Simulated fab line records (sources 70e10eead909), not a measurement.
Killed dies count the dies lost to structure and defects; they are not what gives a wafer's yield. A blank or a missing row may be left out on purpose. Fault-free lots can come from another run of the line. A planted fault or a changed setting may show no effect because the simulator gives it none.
Matching of chambers + flow nand_harc + rie_diel-07 running NHARC_P_M2_STRIP_18: 4 sister chambers
The step strips in N2/H2. 14 wafers are shown with their chamber, then 7 later ones without.

== WAFERS WITH THEIR CHAMBER ==
| wafer  | chamber | showerhead_plenum_p_Torr (Torr) | drypump_motor_current_A (A) | oes_product_au (a.u.) |
|--------|---------|---------------------------------|-----------------------------|-----------------------|
| L076.1 | 1       | 1.94                            | 5.85                        | 1.014                 |
| L076.2 | 0       | 1.96                            | 5.88                        | 1.005                 |
| L076.5 | 0       | 1.96                            | 5.89                        | 0.992                 |
| L081.1 | 3       | 2.08                            | 5.57                        | 0.987                 |
| L081.3 | 0       | 1.96                            | 5.90                        | 0.993                 |
| L081.6 | 1       | 1.94                            | 5.87                        | 0.993                 |
| L082.3 | 2       | 2.08                            | 5.83                        | 0.984                 |
| L082.4 | 1       | 1.94                            | 5.87                        | 1.003                 |
| L082.6 | 3       | 2.07                            | 5.54                        | 1.000                 |
| L084.2 | 3       | 2.07                            | 5.56                        | 0.987                 |
| L084.3 | 2       | 2.08                            | 5.85                        | 0.979                 |
| L084.6 | 0       | 1.96                            | 5.83                        | 0.999                 |
| L087.1 | 2       | 2.08                            | 5.82                        | 0.985                 |
| L087.2 | 1       | 1.94                            | 5.86                        | 1.002                 |

SIGNATURES, as means of the wafers listed above
| reading                  | chamber 0 | chamber 1 | chamber 2 | chamber 3 | scatter within a chamber |
|--------------------------|-----------|-----------|-----------|-----------|--------------------------|
| showerhead_plenum_p_Torr | 1.9600    | 1.9400    | 2.0800    | 2.0733    | 0.00258                  |
| drypump_motor_current_A  | 5.8750    | 5.8625    | 5.8333    | 5.5567    | 0.0203                   |
| oes_product_au           | 0.99725   | 1.00300   | 0.98267   | 0.99133   | 0.00681                  |
Rule: for each reading, subtract the chamber's mean from the wafer's reading, divide by that reading's scatter and square the result; add these up over the readings and take the root, which gives the wafer's distance from the chamber. The wafer belongs to the nearest chamber; if the next one is less than 2 further off, it can't be placed. The scatter: the root of (the sum of the squares of (reading less its chamber's mean) over the shown wafers, divided by (wafers less chambers)).

== WAFERS MISSING THEIR CHAMBER ==
| wafer  | showerhead_plenum_p_Torr (Torr) | drypump_motor_current_A (A) | oes_product_au (a.u.) |
|--------|---------------------------------|-----------------------------|-----------------------|
| L087.3 | 1.96                            | 5.80                        | 0.991                 |
| L089.1 | 1.94                            | 5.85                        | 1.005                 |
| L089.4 | 2.07                            | 5.57                        | 0.991                 |
| L089.5 | 1.94                            | 5.89                        | 0.999                 |
| L090.1 | 2.07                            | 5.85                        | 0.992                 |
| L090.2 | 2.07                            | 5.57                        | 0.994                 |
| L090.4 | 1.94                            | 5.90                        | 1.008                 |

== WHICH CHAMBER EACH WENT THROUGH ==
| wafer  | from the rows above | in truth |
|--------|---------------------|----------|
| L087.3 | 0                   | 0        |
| L089.1 | 1                   | 1        |
| L089.4 | 3                   | 3        |
| L089.5 | 1                   | 1        |
| L090.1 | 2                   | 2        |
| L090.2 | 3                   | 3        |
| L090.4 | 1                   | 1        |
Placed correctly: 7 of 7. Number that these rows cannot place: 0. 0 placed wrongly.
